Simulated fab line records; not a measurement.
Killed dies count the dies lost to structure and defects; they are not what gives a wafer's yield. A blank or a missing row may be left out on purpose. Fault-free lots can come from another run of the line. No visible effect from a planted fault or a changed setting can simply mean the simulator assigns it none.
fab line records	flow n5Finfet
record: lots: 7	wafers: 21
route steps=1938 shown SD_EPI_N@288 ILD0@344 SDB@348 HKMG_FIN@403 MOL_CONTACT_COAG@535
startH: hours from the record's opening day to when the first of the lot's shown wafers began	waitH: hours since the lot's step before	" identical to the entry in the row above	L1.1+2: a row that stands for several wafers	- no value, or no start given	* or withheld: withheld	< > ~ a bound
route shown NAME@n: a module of which the file shows steps, and the number in the route of the first	usual: mean and standard deviation over wafers with no fault	same: alike in all rows	chamber/n: place in a boat	sites: the reading at each site	_std_site: standard deviation of those values	_edge_site: inner sites' mean taken away from outer sites' mean	radiusMm: how far each site lies from the wafer's centre	mask NAME#n: copy n	behind: the last tool/chamber to shape the wafer	hold: what put the lot on hold/how long, in hours/how the hold closed	device: transistor that didn't switch, given as n, p or np	end of line: at the end of the route, the tests of the same wafers	a step without rows: its recipe alone	killed: count of dies lost to structure and defects at first sort (not the wafer's yield)	map: the dies of a wafer, with x for killed, . for not killed, _ for no die there
set.NAME: the setting as run; set.NAME@STEP: as run at that earlier step	model.NAME: the simulator's own value behind a step, which no gauge read
lots whose settings were changed on purpose; a table a step, a row a wafer
== steps ==
step: N5_SD_EPI_N_EPI_21
recipe: material: Si:P	dopant: P	tempC: 680	pressureTorr: 255	timeS: 690
lot.wafer	tool	chamber	startH	waitH	set.epiGrowthTimeS	model.Si-P_of_SD_EPI_N_EPI_21.thkNm
L074.1	epiRpcvd-02	0	52.66	0.1	690	60.2
L074.3	"	0	"	"	662.5	58.4
L074.4	"	0	"	"	662.5	57.4
L076.1+2	epiRpcvd-02	0	63.26	0.1	690	58.4
L076.5	"	0	64.38	1.1	690	59
L077.1+4+5	epiRpcvd-02	0	70.62	0.1	690	59.6
L079.2	epiRpcvd-03	0	82.81	0.4	690	58.2
L079.3	"	0	"	"	725.7	61
L079.6	"	0	"	"	690	58.4
L084.1	epiRpcvd-02	0	112.52	0.1	690	59
L084.3	"	0	"	"	690	58.8
L084.4	"	0	"	"	690	58.4
L090.1	epiRpcvd-01	0	151.05	0.1	690	58.6
L090.2	"	0	"	"	690	58
L090.6	"	0	152.45	1.4	714.9	59.4
L091.1	epiRpcvd-03	0	152.97	0.1	690	58.8
L091.3	"	0	"	"	735.8	60.8
L091.6	"	0	"	"	735.8	61.4
step: N5_ILD0_CMP_12
recipe: stopOn: poly-Si	material: SiNx	tOverpolishS: 6	postCmpClean: alkalineBrush	downForcePsi: 2.5	platenRpm: 51.8	padVelocityMS: 1.0307	targetThkNm: 17.67
usual: timeToEndpointS: 28.5/2.1
lot.wafer	tool	chamber	startH	waitH	set.downForcePsi	timeToEndpointS
L074.3	cmp-02	3	66.28	1.2	2.171	35.5
L074.4	"	0	"	"	2.5	31.5
L074.1	"	1	"	"	2.171	37.6
L076.2	cmp-02	2	78.95	1.1	2.5	29.1
L076.1	"	3	"	"	2.5	30.0
L076.5	"	2	"	"	2.5	28.7
L077.4	cmp-01	3	84.14	1.2	2.177	33.3
L077.1	"	0	"	"	2.5	26.2
L077.5	"	1	"	"	2.177	28.9
L079.3	cmp-02	3	96.53	1.1	1.983	42.6
L079.2	"	0	"	"	1.983	39.0
L079.6	"	0	"	"	2.5	32.1
L084.3	cmp-02	0	125.77	1.1	1.963	36.9
L084.1	"	1	"	"	2.5	30.5
L084.4	"	3	"	"	1.963	35.7
L090.2	cmp-03	2	164.30	1.2	2.5	25.0
L090.1	"	0	"	"	2.5	25.4
L090.6	"	1	"	"	2.5	23.0
L091.3	cmp-02	2	166.89	1.2	2.5	28.1
L091.1	"	0	"	"	2.5	30.6
L091.6	"	3	"	"	2.699	25.8
step: N5_SDB_COAT_03
recipe: resist: SOC	tempC: 250	timeS: 60	spinRpm: 1500	resistThkNm: 100
lot.wafer	tool	chamber	startH	waitH	set.spinRpm	model.SOC_of_SDB_COAT_03.thkNm
L074.1	lithoTrack-04	0	66.68	0.1	1500	100
L074.3	"	0	"	"	1382	103.8
L074.4	"	0	"	"	1382	104
L076.1+5	lithoTrack-03	0	79.39	0.1	1500	100.6
L076.2	"	0	"	"	1500	100.4
L077.1	lithoTrack-03	0	84.51	0.1	1500	100.2
L077.4	"	0	"	"	1667	94.8
L077.5	"	0	"	"	1500	100
L079.2	lithoTrack-03	0	96.97	0.1	1500	100.4
L079.3	"	0	"	"	1614	96.4
L079.6	"	0	"	"	1614	96.2
L084.1+3	lithoTrack-04	0	126.20	0.1	1500	100
L084.4	"	0	"	"	1500	99.8
L090.1	lithoTrack-03	0	164.70	0.1	1570	98.2
L090.2+6	"	0	"	"	1500	100.2
L091.1	lithoTrack-04	0	167.33	0.1	1407	103.4
L091.3	"	0	"	"	1500	100.2
L091.6	"	0	"	"	1407	103.2
step: N5_SDB_COAT_04
recipe: resist: SiARC	tempC: 220	timeS: 60	spinRpm: 1500	resistThkNm: 18
step: N5_SDB_COAT_05
recipe: resist: CAR-ArF	spinRpm: 1500	resistThkNm: 90
step: N5_SDB_DESCUM_16
recipe: chemistry: O2	timeS: 7.9	sourcePowerW: 50	biasPowerW: 20	pressureMtorr: 20	rfFrequencyHz: 2.712e+07	tempC: 40	resist: CAR-ArF	o2FlowSccm: 225
step: N5_SDB_ETCH_17
recipe: chemistry: CF4	target: SiARC	targetDepthA: 234	maskMaterial: CAR-ArF	timeS: 39	ionEnergyEv: 80	pressureMtorr: 40	sourceW: 545	biasW: 36	Ar_flow_sccm: 100	cf4FlowSccm: 100	ends: cleared
step: N5_SDB_ETCH_18
recipe: chemistry: N2/H2	target: SOC	targetDepthA: 1000	overetchA: 200	maskMaterial: SiARC	tempC: 40	timeS: 150	ionEnergyEv: 200	pressureMtorr: 30	sourceW: 840	biasW: 150	n2FlowSccm: 200	h2FlowSccm: 200
lot.wafer	tool	chamber	startH	waitH	set.spinRpm@SDB_COAT_03	model.etch.depthNm
L074.1	rieDiel-05	2	67.68	0.0	1500	100.1
L074.3	"	1	"	"	1382	103.8
L074.4	"	3	"	"	1382	104
L076.1+5	rieDiel-06	2,3	79.91	0.0	1500	100.6
L076.2	"	1	"	"	1500	100.3
L077.1	rieDiel-05	2	84.91	0.0	1500	100.1
L077.4	"	0	"	"	1667	94.83
L077.5	"	1	"	"	1500	99.93
L079.2	rieDiel-03	0	97.54	0.0	1500	100.3
L079.3	"	3	"	"	1614	96.5
L079.6	"	0	"	"	1614	96.26
L084.1	rieDiel-03	1	126.96	0.0	1500	100
L084.3	"	2	"	"	1500	99.97
L084.4	"	0	"	"	1500	99.82
L090.1	rieDiel-03	2	165.23	0.0	1570	98.15
L090.2	"	3	"	"	1500	100.3
L090.6	"	1	"	"	1500	100.1
L091.1	rieDiel-06	3	167.86	0.0	1407	103.4
L091.3	"	2	"	"	1500	100.2
L091.6	"	2	"	"	1407	103.1
step: N5_SDB_STRIP_19
recipe: chemistry: N2/H2	tempC: 40	n2FlowSccm: 200	h2FlowSccm: 200	rfFrequencyHz: 6e+07
step: N5_SDB_STRIP_21
recipe: chemistry: CF4	resist: SiARC	powerW: 300	biasPowerW: 75	pressureMtorr: 50	cf4FlowSccm: 150	rfFrequencyHz: 6e+07
step: N5_SDB_HM_OPEN_20
recipe: chemistry: CH3F/O2	target: SiNx	maskMaterial: SOC	targetDepthA: 240	stopOn: poly-Si	overEtchFrac: 0.4	ionEnergyEv: 120	pressureMtorr: 30	sourceW: 395	biasW: 73	Ar_flow_sccm: 150	CH3F_flow_sccm: 30	O2_flow_sccm: 20
lot.wafer	tool	chamber	startH	waitH	set.spinRpm@SDB_COAT_03	model.SOC_of_SDB_COAT_03.thkNm
L074.1	rieDiel-05	2	67.83	0.0	1500	84.4
L074.3+4	"	1,3	"	"	1382	88.2
L076.1	rieDiel-06	2	80.07	0.0	1500	84.6
L076.2	"	1	"	"	1500	84.2
L076.5	"	3	"	"	1500	84.4
L077.1	rieDiel-05	2	85.07	0.0	1500	84.4
L077.4	"	0	"	"	1667	79
L077.5	"	1	"	"	1500	84.2
L079.2	rieDiel-03	0	97.70	0.0	1500	84.4
L079.3+6	"	3,0	"	"	1614	80.4
L084.1+3+4	rieDiel-03	1,2,0	127.12	0.0	1500	84
L090.1	rieDiel-03	2	165.39	0.0	1570	82.2
L090.2	"	3	"	"	1500	84.2
L090.6	"	1	"	"	1500	83.8
L091.1	rieDiel-06	3	168.02	0.0	1407	87.2
L091.3	"	2	"	"	1500	84.2
L091.6	"	2	"	"	1407	87
step: N5_SDB_STRIP_22
recipe: chemistry: N2/H2	powerW: 1000	tempC: 250	h2Frac: 0.65	overashFraction: 0.3	pressureMtorr: withheld	n2FlowSccm: 1750	h2FlowSccm: 3250
usual: stripTimeToEndpointS: 96.45/0.29
lot.wafer	tool	chamber	startH	waitH	set.spinRpm@SDB_COAT_03	stripTimeToEndpointS
L074.1	plasmaAsher-01	0	67.92	0.1	1500	96.60
L074.3	"	1	"	"	1382	100.22
L074.4	"	0	"	"	1382	100.16
L076.1	plasmaAsher-01	0	80.15	0.1	1500	96.75
L076.2	"	1	"	"	1500	96.30
L076.5	"	1	"	"	1500	96.60
L077.1	plasmaAsher-01	1	85.15	0.1	1500	96.60
L077.4	"	1	"	"	1667	91.55
L077.5	"	0	"	"	1500	96.46
L079.2	plasmaAsher-01	0	97.78	0.1	1500	96.59
L079.3	"	1	"	"	1614	92.88
L079.6	"	0	"	"	1614	92.76
L084.1	plasmaAsher-01	0	127.20	0.1	1500	96.18
L084.3	"	1	"	"	1500	96.29
L084.4	"	0	"	"	1500	96.14
L090.1	plasmaAsher-02	1	165.47	0.1	1570	94.46
L090.2	"	0	"	"	1500	96.34
L090.6	"	1	"	"	1500	96.08
L091.1	plasmaAsher-02	1	168.10	0.1	1407	99.31
L091.3	"	0	"	"	1500	96.40
L091.6	"	0	"	"	1407	99.11
step: N5_HKMG_FIN_ETCH_55
recipe: chemistry: N2/H2	target: SOC	targetDepthA: 2400	tempC: 40	timeS: 300	ionEnergyEv: 200	maskMaterial: SiARC	pressureMtorr: 30	sourceW: 840	biasW: 150	n2FlowSccm: 200	h2FlowSccm: 200
lot.wafer	tool	chamber	startH	waitH	set.timeS	model.etch.depthNm	model.HKMG_FIN.featureDepthNm	model.SiARC_of_HKMG_FIN_COAT_42.thkNm
L074.1	rieDiel-05	0	73.20	0.0	300	238.8	238.8	21.2
L074.3	"	2	"	"	300	234.8	234.8	21.2
L074.4	"	3	"	"	300	236	236	21.4
L076.1	rieDiel-05	1	85.70	0.0	300	234.8	234.8	21.6
L076.2	"	0	"	"	300	234.9	234.8	21.8
L076.5	"	2	"	"	300	233.2	233.2	21.6
L077.1	rieDiel-05	1	90.65	0.0	300	233.7	233.6	21.6
L077.4	"	0	"	"	300	236.8	236.8	21.6
L077.5	"	3	"	"	300	241.1	241.2	21.2
L079.2	rieDiel-05	2	103.48	0.0	277.7	216.7	216.6	22.6
L079.3	"	3	"	"	300	243	243	21.2
L079.6	"	3	"	"	300	242.4	242.4	21.2
L084.1	rieDiel-06	0	132.54	0.0	317.5	253.6	253.6	20.4
L084.3	"	1	"	"	300	246.1	246.2	20.8
L084.4	"	3	"	"	300	243.8	243.8	20.8
L090.1	rieDiel-03	0	171.52	0.0	351.2	275.7	275.6	19.2
L090.2	"	2	"	"	300	237.2	237.2	21.4
L090.6	"	3	"	"	351.2	274.5	274.6	19.4
L091.1	rieDiel-03	0	174.28	0.0	273.8	215.7	215.8	22.6
L091.3	"	2	"	"	300	236.8	236.8	21.4
L091.6	"	0	"	"	273.8	214.3	214.2	22.6
step: N5_HKMG_FIN_ETCH_58
recipe: chemistry: N2/H2	target: SOC	targetDepthA: 2158	ionEnergyEv: 50	biasW: 13	timeS: 741	pressureMtorr: 30	sourceW: 875	n2FlowSccm: 200	h2FlowSccm: 200
usual: rfVppV: 99.1/0.97
lot.wafer	tool	chamber	startH	waitH	set.sourceW	rfVppV	model.SOC_of_HKMG_FIN_COAT_41.thkNm	model.HKMG_FIN.featureDepthNm	model.etch.depthNm
L074.1	rieDiel-05	0	73.41	0.0	875	100.1	86.6	212.6	212.5
L074.3	"	2	"	"	958.1	97.6	76.4	223.8	223.9
L074.4	"	3	"	"	958.1	95.5	72.6	228	228.1
L076.1	rieDiel-05	1	85.91	0.0	875	97.6	87.2	213.2	213.2
L076.2	"	0	"	"	875	99.6	87	213.2	213.1
L076.5	"	2	"	"	875	97.3	88.6	211.8	211.9
L077.1	rieDiel-05	1	90.86	0.0	829.3	101.6	100	199.8	199.9
L077.4	"	0	"	"	829.3	101.1	98	201.4	201.5
L077.5	"	3	"	"	875	100.5	84	216.4	216.3
L079.2	rieDiel-05	2	103.69	0.0	875	98.8	90	210.4	210.4
L079.3	"	3	"	"	1000	94.3	60	242.2	242.2
L079.6	"	3	"	"	875	99.1	83.8	216.6	216.5
L084.1	rieDiel-06	0	132.75	0.0	783.6	102.4	105.8	195	194.9
L084.3	"	1	"	"	875	99.7	83.4	217	216.9
L084.4	"	3	"	"	875	98.7	83.4	217.4	217.4
L090.1	rieDiel-03	0	171.73	0.0	1010	93.4	62.4	238.2	238.2
L090.2	"	2	"	"	875	98.7	88.6	213.4	213.4
L090.6	"	3	"	"	875	99.4	88.4	213	213
L091.1	rieDiel-03	0	174.49	0.0	875	97.8	88.8	211.8	211.8
L091.3	"	2	"	"	797.4	100.6	102.6	197.8	197.8
L091.6	"	0	"	"	797.4	102.3	106.8	194.4	194.4
step: N5_HKMG_FIN_PEB_10
recipe: pebTempC: withheld	pebTimeS: 60	resist: CAR-ArF
lot.wafer	tool	chamber	startH	waitH	set.pebTimeS
L074.1+4	lithoTrack-04	0	76.35	0.1	60
L074.3	"	0	"	"	64.63
L076.1+2+5	lithoTrack-01	0	89.19	0.1	60
L077.1	lithoTrack-01	0	93.81	0.1	65.49
L077.4+5	"	0	"	"	60
L079.2+6	lithoTrack-01	0	106.61	0.0	46.75
L079.3	"	0	"	"	60
L084.1+3	lithoTrack-01	0	135.77	0.1	60
L084.4	"	0	"	"	47.95
L090.1	lithoTrack-04	0	174.75	0.1	60
L090.2+6	"	0	"	"	48.31
L091.1+3	lithoTrack-01	0	177.68	0.1	60
L091.6	"	0	"	"	71.22
step: N5_HKMG_FIN_DEVELOP_11
recipe: developTimeS: 30	developer: TMAH	resist: CAR-ArF	devTempC: 23	rinseLiquid: diw	dry: airSpin
step: N5_HKMG_FIN_CD_MEAS_12
recipe: targetCdNm: 92.8	landingEnergyEv: 500	detector: seInlens
usual: cdNm: 92.6/0.56
lot.wafer	tool	chamber	startH	waitH	set.pebTimeS@HKMG_FIN_PEB_10	cdNm
L074.1	cdSem-02	0	76.41	-	60	92.6
L074.3	"	0	"	"	64.63	94.8
L074.4	"	0	"	"	60	91.7
L076.1	cdSem-03	0	89.26	-	60	92.8
L076.2	"	0	"	"	60	92.3
L076.5	"	0	"	"	60	92.2
L077.1	cdSem-03	0	93.88	-	65.49	96.5
L077.4	"	0	"	"	60	92.2
L077.5	"	0	"	"	60	94.0
L079.2	cdSem-02	0	106.67	-	46.75	83.8
L079.3	"	0	"	"	60	92.3
L079.6	"	0	"	"	46.75	83.6
L084.1	cdSem-02	0	135.83	-	60	92.5
L084.3	"	0	"	"	60	92.5
L084.4	"	0	"	"	47.95	84.5
L090.1	cdSem-03	0	174.81	-	60	92.7
L090.2	"	0	"	"	48.31	84.1
L090.6	"	0	"	"	48.31	84.4
L091.1	cdSem-02	0	177.75	-	60	92.1
L091.3	"	0	"	"	60	92.2
L091.6	"	0	"	"	71.22	97.1
step: N5_HKMG_FIN_ETCH_35
recipe: chemistry: N2/H2	target: SOC	targetDepthA: 2158	ionEnergyEv: 65	biasW: 5	sourceW: 3000	timeS: 243.4	pressureMtorr: 30	n2FlowSccm: 200	h2FlowSccm: 200
usual: rfVppV: 141.7/1
lot.wafer	tool	chamber	startH	waitH	set.biasW	rfVppV	model.SOC_of_HKMG_FIN_COAT_29.thkNm	model.etch.depthNm	model.HKMG_FIN.featureDepthNm
L074.1	rieDiel-06	2	76.80	0.0	5	142.4	84.6	215.4	215.4
L074.3	"	0	"	"	4.389	128.2	98.2	201.3	201.4
L074.4	"	3	"	"	4.389	129.9	97	203	203
L076.1	rieDiel-06	1	89.68	0.0	5	141.6	84.8	216	216
L076.2	"	0	"	"	5	140.9	89	212.2	212.2
L076.5	"	0	"	"	5	141.1	89.2	211.7	211.8
L077.1	rieDiel-05	0	94.27	0.0	5	142.5	85.8	213.1	213
L077.4	"	2	"	"	5	141.1	89.2	210.6	210.6
L077.5	"	3	"	"	5	141.8	82.2	216.8	216.8
L079.2	rieDiel-05	3	107.06	0.0	5.712	155.6	70.8	231.1	231.2
L079.3	"	0	"	"	5.712	155.5	77.2	224.1	224
L079.6	"	3	"	"	5	142.1	86.6	215.7	215.8
L084.1	rieDiel-03	0	136.25	0.0	5	140.7	86.2	214.4	214.4
L084.3	"	3	"	"	5	143.5	85.2	216.3	216.4
L084.4	"	1	"	"	5	142.7	81.2	218.9	218.8
L090.1	rieDiel-05	3	175.20	0.0	5	142.4	84.4	216.4	216.4
L090.2	"	0	"	"	4.202	127.1	104.8	196.2	196.2
L090.6	"	3	"	"	5	141.2	87.2	214.4	214.4
L091.1	rieDiel-05	2	178.14	0.0	4.259	128.6	105.8	194.3	194.4
L091.3	"	0	"	"	5	142.3	87	213.2	213.2
L091.6	"	2	"	"	4.259	127.9	106.6	192.6	192.6
step: N5_MOL_CONTACT_COAG_CONTACT_ETCH_14
recipe: chemistry: C4F6/O2	target: SiO2	targetDepthA: 275	overetchA: 85	maskMaterial: SOC	pressureMtorr: 30	sourceW: 370	biasW: 185	Ar_flow_sccm: 300	C4F6_flow_sccm: 16	O2_flow_sccm: 10	timeS: 20	ionEnergyEv: 259.6
usual: rfVppV: 693/3.1
lot.wafer	tool	chamber	startH	waitH	set.sourceW	rfVppV
L074.1	rieDiel-03	3	88.85	0.0	370	695
L074.3	"	2	"	"	370	686
L074.4	"	0	"	"	404.1	676
L076.1	rieDiel-05	1	102.81	0.0	370	696
L076.2	"	2	"	"	370	694
L076.5	"	0	"	"	370	697
L077.1	rieDiel-03	0	106.45	0.0	398	680
L077.4	"	3	"	"	370	693
L077.5	"	3	"	"	398	682
L079.2	rieDiel-05	2	120.07	0.0	405.8	678
L079.3	"	0	"	"	405.8	678
L079.6	"	1	"	"	370	696
L084.1	rieDiel-06	3	148.79	0.0	370	692
L084.3	"	2	"	"	370	693
L084.4	"	0	"	"	370	689
L090.1	rieDiel-06	3	189.32	0.0	370	694
L090.2	"	0	"	"	370	688
L090.6	"	2	"	"	335.1	712
L091.1	rieDiel-05	0	191.47	0.0	320.7	728
L091.3	"	2	"	"	320.7	727
L091.6	"	0	"	"	370	697
step: N5_MOL_CONTACT_COAG_PECVD_31
recipe: material: SiO2	targetThkA: 460	tempC: 400	precursor: TEOS/O2	pressureTorr: 6.5	rfW: withheld	teosFlowSccm: withheld	gas: O2	flowSccm: 2650	timeS: 8.9
lot.wafer	tool	chamber	startH	waitH	set.timeS	model.SiO2_of_MOL_CONTACT_COAG_PECVD_31.thkNm
L074.1	pecvd-03	2	99.35	0.3	8.9	45.8
L074.3	"	0	"	"	8.9	45.4
L074.4	"	2	"	"	7.986	41.4
L076.1+5	pecvd-04	0	111.68	0.3	8.9	46.2
L076.2	"	2	"	"	8.9	46
L077.1	pecvd-03	1	117.41	0.3	8.9	46
L077.4	"	1	"	"	8.9	46.8
L077.5	"	0	"	"	8.9	47
L079.2	pecvd-04	0	131.43	0.3	8.9	45.8
L079.3	"	1	"	"	9.274	47.6
L079.6	"	2	"	"	8.9	46.8
L084.1	pecvd-04	0	159.62	0.3	8.9	46.4
L084.3+4	"	1,2	"	"	8.9	46.6
L090.1	pecvd-04	2	201.20	0.3	7.765	40.4
L090.2	"	0	"	"	8.9	46.6
L090.6	"	1	"	"	8.9	47.6
L091.1	pecvd-04	1	202.12	0.3	8.9	45
L091.3	"	2	"	"	8.9	44.8
L091.6	"	2	"	"	8.9	45.6
== key ==
split: step: N5_SD_EPI_N_EPI_21	setting: epiGrowthTimeS	stated: 690	by: wafer
response: step: N5_SD_EPI_N_EPI_21	reading: model.Si-P_of_SD_EPI_N_EPI_21.thkNm	change: +0.425	per: 1%	r: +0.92
split: step: N5_ILD0_CMP_12	setting: downForcePsi	stated: 2.5	by: wafer
response: step: N5_ILD0_CMP_12	reading: timeToEndpointS	change: *	per: 1%	r: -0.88
split: step: N5_SDB_COAT_03	setting: spinRpm	stated: 1500	by: wafer
response: step: N5_SDB_COAT_03	reading: model.SOC_of_SDB_COAT_03.thkNm	change: -0.492	per: 1%	r: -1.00
response: step: N5_SDB_ETCH_18	reading: model.etch.depthNm	change: -0.481	per: 1%	r: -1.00
response: step: N5_SDB_HM_OPEN_20	reading: model.SOC_of_SDB_COAT_03.thkNm	change: -0.48	per: 1%	r: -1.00
response: step: N5_SDB_STRIP_22	reading: stripTimeToEndpointS	change: *	per: 1%	r: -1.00
split: step: N5_HKMG_FIN_ETCH_55	setting: timeS	stated: 300	by: wafer
response: step: N5_HKMG_FIN_ETCH_55	reading: model.etch.depthNm	change: +2.37	per: 1%	r: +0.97
response: step: N5_HKMG_FIN_ETCH_55	reading: model.HKMG_FIN.featureDepthNm	change: +2.37	per: 1%	r: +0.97
response: step: N5_HKMG_FIN_ETCH_55	reading: model.SiARC_of_HKMG_FIN_COAT_42.thkNm	change: -0.129	per: 1%	r: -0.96
split: step: N5_HKMG_FIN_ETCH_58	setting: sourceW	stated: 875	by: wafer
response: step: N5_HKMG_FIN_ETCH_58	reading: rfVppV	change: -0.346	per: 1%	r: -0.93
response: step: N5_HKMG_FIN_ETCH_58	reading: model.SOC_of_HKMG_FIN_COAT_41.thkNm	change: -1.81	per: 1%	r: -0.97
response: step: N5_HKMG_FIN_ETCH_58	reading: model.HKMG_FIN.featureDepthNm	change: +1.84	per: 1%	r: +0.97
response: step: N5_HKMG_FIN_ETCH_58	reading: model.etch.depthNm	change: +1.84	per: 1%	r: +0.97
split: step: N5_HKMG_FIN_PEB_10	setting: pebTimeS	stated: 60	by: wafer
response: step: N5_HKMG_FIN_CD_MEAS_12	reading: cdNm	change: +0.375	per: 1%	r: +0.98
split: step: N5_HKMG_FIN_ETCH_35	setting: biasW	stated: 5	by: wafer
response: step: N5_HKMG_FIN_ETCH_35	reading: rfVppV	change: +0.963	per: 1%	r: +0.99
response: step: N5_HKMG_FIN_ETCH_35	reading: model.SOC_of_HKMG_FIN_COAT_29.thkNm	change: -1.12	per: 1%	r: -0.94
response: step: N5_HKMG_FIN_ETCH_35	reading: model.etch.depthNm	change: +1.12	per: 1%	r: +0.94
response: step: N5_HKMG_FIN_ETCH_35	reading: model.HKMG_FIN.featureDepthNm	change: +1.12	per: 1%	r: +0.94
split: step: N5_MOL_CONTACT_COAG_CONTACT_ETCH_14	setting: sourceW	stated: 370	by: wafer
response: step: N5_MOL_CONTACT_COAG_CONTACT_ETCH_14	reading: rfVppV	change: -2	per: 1%	r: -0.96
split: step: N5_MOL_CONTACT_COAG_PECVD_31	setting: timeS	stated: 8.9	by: wafer
response: step: N5_MOL_CONTACT_COAG_PECVD_31	reading: model.SiO2_of_MOL_CONTACT_COAG_PECVD_31.thkNm	change: +0.469	per: 1%	r: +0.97
